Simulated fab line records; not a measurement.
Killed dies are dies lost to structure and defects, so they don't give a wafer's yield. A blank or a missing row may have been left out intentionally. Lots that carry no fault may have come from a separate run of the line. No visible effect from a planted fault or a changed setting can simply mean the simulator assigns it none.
Problem report in the 8D (eight disciplines) form, filled by code -- flow nand-harc -- the parts of the form that need people (team, actions taken, sign-off) are left out

## 1. PROBLEM STATEMENT
cd-nm at NHARC_A_M1_CD_MEAS_09 reads a mean of 128.2 nm on 6 wafers of 2 lots; wafers without a fault read 120.0 nm with a standard deviation of 0.59. That puts it +14 standard deviations away from the usual mean.
The step: target cd 120 nm.
The first sign was on wafer L459.2 at day 30 11:32, on cd-sem-01. At this step, 33 wafers from 11 lots have a number in the record. Rule for "out" (also "out of limits"): further than 4 standard deviations from the usual mean. The other wafers with a number count as sound.

## 2. WHAT IT IS, AND WHAT IT ISN'T
question,is,is not
which readings at this step,cd-nm,-
which lots,"L459, L462","L444, L446, L447, L448, L450, L451, L463, L465, L466"
which wafers of those lots,all that have a number,-
read on which gauges,cd-sem-01,"cd-sem-02, cd-sem-03"
when,from day 30 11:32,"up to then (18 sound wafers); but 9 sound wafers of L463, L465, L466 came after"

## 3. WHAT RULES OUT EACH SUSPECT
Counting: a tool at a process step up to the reading stays a suspect if it ran every lot that is out and no sound lot after the first of them.
- the gauge at NHARC_A_M1_CD_MEAS_09 has been ruled out. All the wafers that are out were read on cd-sem-01, but those of them that NHARC_A_M1_PEB_07 has rows for are out there too, on other tools.
- litho-track-01 at NHARC_A_M1_PEB_07 (peb time 65 s): kept. It processed each lot that is out, first L459 at day 30 11:28, and no sound lot thereafter; up to then, the last sound lot it processed was L451 at day 27 02:22. Its own heater-power-total-W, plate-temp-C readings are out on those wafers.
Remaining after the count: litho-track-01 at NHARC_A_M1_PEB_07.

## 4. THE CAUSE (what the simulator had put in)
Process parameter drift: litho-track-01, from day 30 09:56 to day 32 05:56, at NHARC_A_M1_PEB_07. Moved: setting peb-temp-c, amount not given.
This tool alone remained once counting was done.

## 5. SEQUENCE OF EFFECTS, ordered by route
Each row: a reading where the mean over the struck wafers with a number is more than 3 standard deviations away from the usual. Only readings for which the record gives a usual standard deviation are gone through. hours: the time from each lot's start at the first step in this table that gives one to its start at this step, as a median over the lots. sigmas: the change in usual standard deviations.
hours,step,reading,usual,on struck wafers,change,sigmas
0,NHARC_A_M1_PEB_07,heater-power-total-W,156.6 W,162.6,+6.0,+14
0,NHARC_A_M1_PEB_07,plate-temp-C,100.03 C,102.80,+2.77,+23
0,NHARC_A_M1_CD_MEAS_09,cd-nm,120.0 nm,128.2,+8.2,+14
It contains these process steps:
- NHARC_A_M1_PEB_07: peb time 65 s.
Later steps that measure or inspect, where all struck wafers having a row at the step show a number for every such reading and not one has moved that far: NHARC_END_SORT_01.

## 6. HOW IT WOULD HAVE BEEN CAUGHT EARLIER
Counted from the fault's start at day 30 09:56, it took 2 hours until the first out-of-limits reading at a measuring or inspecting step in this record, taken at day 30 11:32.
At NHARC_A_M1_PEB_07, the tool's own readings (heater-power-total-W, plate-temp-C) were out on each struck wafer the step has a row for, so an alarm limit on them would have fired on the first such wafer.
Of the lots that are out (2), L462 began NHARC_A_M1_PEB_07 on litho-track-01 after day 30 11:32. Had the tool been put on hold then, it would have been spared.
